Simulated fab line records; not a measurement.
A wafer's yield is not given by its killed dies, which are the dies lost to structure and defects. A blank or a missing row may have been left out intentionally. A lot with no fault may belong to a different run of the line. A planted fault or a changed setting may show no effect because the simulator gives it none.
Matching of chambers || flow n5_finfet || rie_diel-01 running N5_FIN_SAQP_ETCH_69: 4 sister chambers
The step etches SOC in N2/H2, stops on SiNx, target depth 150 nm. 4 wafers are shown with their chamber, then 10 later ones without.

## WAFERS WITH THEIR CHAMBER
{"wafer": "L079.1", "chamber": 3, "showerhead_plenum_p_Torr (Torr)": 2.59}
{"wafer": "L083.5", "chamber": 2, "showerhead_plenum_p_Torr (Torr)": 2.41}
{"wafer": "L084.1", "chamber": 0, "showerhead_plenum_p_Torr (Torr)": 2.50}
{"wafer": "L084.5", "chamber": 1, "showerhead_plenum_p_Torr (Torr)": 2.63}

## WAFERS WHOSE CHAMBER IS MISSING
{"wafer": "L084.6", "showerhead_plenum_p_Torr (Torr)": 2.50}
{"wafer": "L088.2", "showerhead_plenum_p_Torr (Torr)": 2.49}
{"wafer": "L088.3", "showerhead_plenum_p_Torr (Torr)": 2.63}
{"wafer": "L088.5", "showerhead_plenum_p_Torr (Torr)": 2.59}
{"wafer": "L089.1", "showerhead_plenum_p_Torr (Torr)": 2.41}
{"wafer": "L089.3", "showerhead_plenum_p_Torr (Torr)": 2.59}
{"wafer": "L089.4", "showerhead_plenum_p_Torr (Torr)": 2.49}
{"wafer": "L097.1", "showerhead_plenum_p_Torr (Torr)": 2.49}
{"wafer": "L097.3", "showerhead_plenum_p_Torr (Torr)": 2.40}
{"wafer": "L097.5", "showerhead_plenum_p_Torr (Torr)": 2.58}

## WHICH CHAMBER EACH WENT THROUGH
{"wafer": "L084.6", "from the rows above": 0, "in truth": 0}
{"wafer": "L088.2", "from the rows above": 0, "in truth": 0}
{"wafer": "L088.3", "from the rows above": 1, "in truth": 1}
{"wafer": "L088.5", "from the rows above": 3, "in truth": 3}
{"wafer": "L089.1", "from the rows above": 2, "in truth": 2}
{"wafer": "L089.3", "from the rows above": 3, "in truth": 3}
{"wafer": "L089.4", "from the rows above": 0, "in truth": 0}
{"wafer": "L097.1", "from the rows above": 0, "in truth": 0}
{"wafer": "L097.3", "from the rows above": 2, "in truth": 2}
{"wafer": "L097.5", "from the rows above": 3, "in truth": 3}
Correctly placed: 10 of 10. Left unplaced by these rows: 0. 0 placed wrongly.
How it was worked out, from the rows above alone: a wafer's distance from a chamber is the root of the sum, over the readings, of the square of ((its reading less the chamber's mean) divided by the reading's scatter). If the next closest chamber is less than 2 further off than the closest, the wafer can't be placed; otherwise it belongs to the closest. For every chamber, the mean is computed from those of its wafers that are shown. The scatter: root of mean squared gap, hidden wafer to nearest shown wafer, with one shown wafer a chamber.
